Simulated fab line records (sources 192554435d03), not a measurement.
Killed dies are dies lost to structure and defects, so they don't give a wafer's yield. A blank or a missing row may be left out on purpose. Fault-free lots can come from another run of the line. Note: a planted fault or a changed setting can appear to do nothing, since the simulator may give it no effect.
Matching of chambers | flow n5 finfet | N5_BEOL_M8_CURE_75 on uv cure-03: 3 sister chambers
The step cures SiCOH lowk, time 120 s. 6 wafers are shown with their chamber, then 7 later ones without.

WAFERS WITH THEIR CHAMBER
wafer  | chamber | wafer_temp_C_max | lamp power pct (%)
L076.3 | 0       | 371.7            | 52.38
L076.5 | 0       | 371.8            | 52.31
L082.3 | 1       | 371.8            | 52.18
L082.6 | 1       | 371.3            | 52.29
L083.2 | 2       | 372.0            | 52.31
L083.5 | 2       | 372.4            | 52.32

WAFERS MISSING THEIR CHAMBER
wafer  | wafer_temp_C_max | lamp power pct (%)
L083.6 | 371.9            | 52.30
L086.2 | 371.3            | 52.37
L086.4 | 372.6            | 52.29
L086.5 | 371.3            | 52.33
L094.1 | 372.0            | 52.34
L094.4 | 372.1            | 52.38
L094.5 | 372.2            | 52.33

WHICH CHAMBER EACH WENT THROUGH
wafer  | from the rows above          | in truth
L083.6 | can't be placed: 0 or 2 or 1 | 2
L086.2 | can't be placed: 0 or 1 or 2 | 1
L086.4 | can't be placed: 2 or 0      | 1
L086.5 | can't be placed: 0 or 1 or 2 | 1
L094.1 | can't be placed: 2 or 0 or 1 | 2
L094.4 | can't be placed: 2 or 0      | 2
L094.5 | can't be placed: 2 or 0      | 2
0 of 7 placed correctly. From these rows, 7 cannot be placed; in 6 the true chamber is one of the candidates. Number placed wrongly: 0.
How it was worked out, from the rows above alone: a wafer's distance from a chamber is the root of the sum, over the readings, of the square of ((its reading less the chamber's mean) divided by the reading's scatter). The wafer belongs to the nearest chamber; if the next one is less than 2 further off, it can't be placed. A chamber's mean is the mean of its shown wafers. The scatter: the root of (the sum of the squares of (reading less its chamber's mean) over the shown wafers, divided by (wafers less chambers)).
